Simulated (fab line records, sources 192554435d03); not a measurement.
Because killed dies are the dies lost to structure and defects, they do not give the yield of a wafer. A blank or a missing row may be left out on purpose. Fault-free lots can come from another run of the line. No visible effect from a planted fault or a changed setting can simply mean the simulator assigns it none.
Chamber matching / flow n5-finfet / 3 sister chambers for N5_BEOL_M1_PRE_CLEAN_60 on cvd-co-02
The step time 15 s. 6 wafers are shown with their chamber, then 12 later ones without.

EACH WAFER AND ITS CHAMBER
wafer=L088.3; chamber=2; heater-power-w (W)=100
wafer=L091.3; chamber=0; heater-power-w (W)=71
wafer=L091.6; chamber=0; heater-power-w (W)=70
wafer=L093.2; chamber=1; heater-power-w (W)=81
wafer=L093.4; chamber=2; heater-power-w (W)=103
wafer=L093.6; chamber=1; heater-power-w (W)=78

WAFERS MISSING THEIR CHAMBER
wafer=L092.1; heater-power-w (W)=70
wafer=L092.2; heater-power-w (W)=81
wafer=L092.3; heater-power-w (W)=101
wafer=L095.1; heater-power-w (W)=81
wafer=L095.3; heater-power-w (W)=72
wafer=L095.6; heater-power-w (W)=69
wafer=L097.1; heater-power-w (W)=76
wafer=L097.3; heater-power-w (W)=103
wafer=L097.6; heater-power-w (W)=104
wafer=L096.1; heater-power-w (W)=79
wafer=L096.4; heater-power-w (W)=101
wafer=L096.5; heater-power-w (W)=71

WHICH CHAMBER EACH WENT THROUGH
wafer=L092.1; from the rows above=0; in truth=0
wafer=L092.2; from the rows above=1; in truth=1
wafer=L092.3; from the rows above=2; in truth=2
wafer=L095.1; from the rows above=1; in truth=1
wafer=L095.3; from the rows above=0; in truth=0
wafer=L095.6; from the rows above=0; in truth=0
wafer=L097.1; from the rows above=can't be placed: 1 or 0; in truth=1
wafer=L097.3; from the rows above=2; in truth=2
wafer=L097.6; from the rows above=2; in truth=2
wafer=L096.1; from the rows above=1; in truth=1
wafer=L096.4; from the rows above=2; in truth=2
wafer=L096.5; from the rows above=0; in truth=0
Correct placement for 11 of the 12. These rows do not allow placing 1 (true chamber among the candidates in 1). Wrongly placed: 0.
How it was worked out, from the rows above alone: a wafer's distance from a chamber is the root of the sum, over the readings, of the square of ((its reading less the chamber's mean) divided by the reading's scatter). The wafer belongs to the nearest chamber; if the next one is less than 2 further off, it can't be placed. A chamber's mean is the mean of its shown wafers. The scatter is the square root of a quotient: the sum, over the shown wafers, of each reading's squared deviation from its chamber's mean, divided by wafers minus chambers.
